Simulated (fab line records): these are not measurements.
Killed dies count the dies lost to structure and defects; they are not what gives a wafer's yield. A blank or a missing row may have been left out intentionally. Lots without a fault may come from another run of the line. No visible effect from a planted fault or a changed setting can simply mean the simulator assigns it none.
Which tool is to blame? / flow n5-finfet / 8 lots with 24 wafers sampled at 3 steps, on a route of 1938 steps

WHAT EACH GAUGE READ, for each wafer
N5_SD_ACTIVATION_RS_MEAS_03: uses a four-point probe to measure.
lot=L557; measured=day 3 14:16; on=film-metro-01; RS_SD_N (ohm/sq)=22.6 22.0 22.3
lot=L559; measured=day 3 23:30; on=film-metro-01; RS_SD_N (ohm/sq)=21.6 21.7 21.6
lot=L566; measured=day 5 15:28; on=film-metro-01; RS_SD_N (ohm/sq)=21.9 21.9 21.8
lot=L568; measured=day 6 08:12; on=film-metro-01; RS_SD_N (ohm/sq)=22.3 22.3 22.4
lot=L570; measured=day 6 17:11; on=film-metro-02; RS_SD_N (ohm/sq)=21.8 21.8 21.6
lot=L573; measured=day 7 14:25; on=film-metro-01; RS_SD_N (ohm/sq)=21.7 21.6 21.7
lot=L577; measured=day 8 11:57; on=film-metro-01; RS_SD_N (ohm/sq)=18.8 19.0 18.9
lot=L579; measured=day 9 00:52; on=film-metro-01; RS_SD_N (ohm/sq)=18.5 18.7 18.9

EACH LOT AND THE TOOL THAT RAN IT (in order: tool; ch and the chambers of the sampled wafers; start)
lot=L557; N5_SD_EPI_P_ETCH_16=rie-diel-02 ch 0,1, day 3 09:40; N5_SD_ACTIVATION_LSA_01=laser-anneal-02 ch 0, day 3 14:04
lot=L559; N5_SD_EPI_P_ETCH_16=rie-diel-06 ch 0,1,3, day 3 19:45; N5_SD_ACTIVATION_LSA_01=laser-anneal-02 ch 0, day 3 23:17
lot=L566; N5_SD_EPI_P_ETCH_16=rie-diel-06 ch 0,1,3, day 5 11:56; N5_SD_ACTIVATION_LSA_01=laser-anneal-01 ch 0, day 5 15:16
lot=L568; N5_SD_EPI_P_ETCH_16=rie-diel-01 ch 1,2, day 6 04:39; N5_SD_ACTIVATION_LSA_01=laser-anneal-01 ch 0, day 6 07:59
lot=L570; N5_SD_EPI_P_ETCH_16=rie-diel-02 ch 2,3, day 6 12:46; N5_SD_ACTIVATION_LSA_01=laser-anneal-02 ch 0, day 6 16:59
lot=L573; N5_SD_EPI_P_ETCH_16=rie-diel-01 ch 1,3, day 7 10:48; N5_SD_ACTIVATION_LSA_01=laser-anneal-01 ch 0, day 7 14:13
lot=L577; N5_SD_EPI_P_ETCH_16=rie-diel-02 ch 0,1,2, day 8 08:15; N5_SD_ACTIVATION_LSA_01=laser-anneal-01 ch 0, day 8 11:44
lot=L579; N5_SD_EPI_P_ETCH_16=rie-diel-01 ch 0,2,3, day 8 20:29; N5_SD_ACTIVATION_LSA_01=laser-anneal-01 ch 0, day 9 00:40
- N5_SD_EPI_P_ETCH_16: etches SiO2 in CHF3/O2, target depth 5 nm.
- N5_SD_ACTIVATION_LSA_01: time 0.0008 s.

THE ANSWER, worked out from the rows above alone
Rule: the lots themselves supply what counts as usual. Put in order of their means at a reading, lots are off if they are a third of the lots or fewer, leave a main group of 4 or more, and stand apart from it by a gap of 3 or more times the standard deviation of the main group's means; of several such gaps the widest counts. The tables above print the reading to a certain number of digits; a main group whose means all agree to those digits is not used. A lot without any number at a reading at which 4 lots or more have one is off too. Any other lot the step has rows for is counted as sound.
Off: L577, L579, seen at N5_SD_ACTIVATION_RS_MEAS_03 (RS_SD_N). For the main group the mean is 21.9 ohm/sq and the standard deviation 0.29.
A tool fits if, at a process step before that reading, it ran every lot that is off, and no sound lot after the first of them. Gauges at N5_SD_ACTIVATION_RS_MEAS_03: tried the same way as those tools. This does not decide it: 2 tools fit, namely laser-anneal-01 at N5_SD_ACTIVATION_LSA_01 and film-metro-01 at N5_SD_ACTIVATION_RS_MEAS_03.

WHAT WAS PUT IN BY THE SIMULATOR
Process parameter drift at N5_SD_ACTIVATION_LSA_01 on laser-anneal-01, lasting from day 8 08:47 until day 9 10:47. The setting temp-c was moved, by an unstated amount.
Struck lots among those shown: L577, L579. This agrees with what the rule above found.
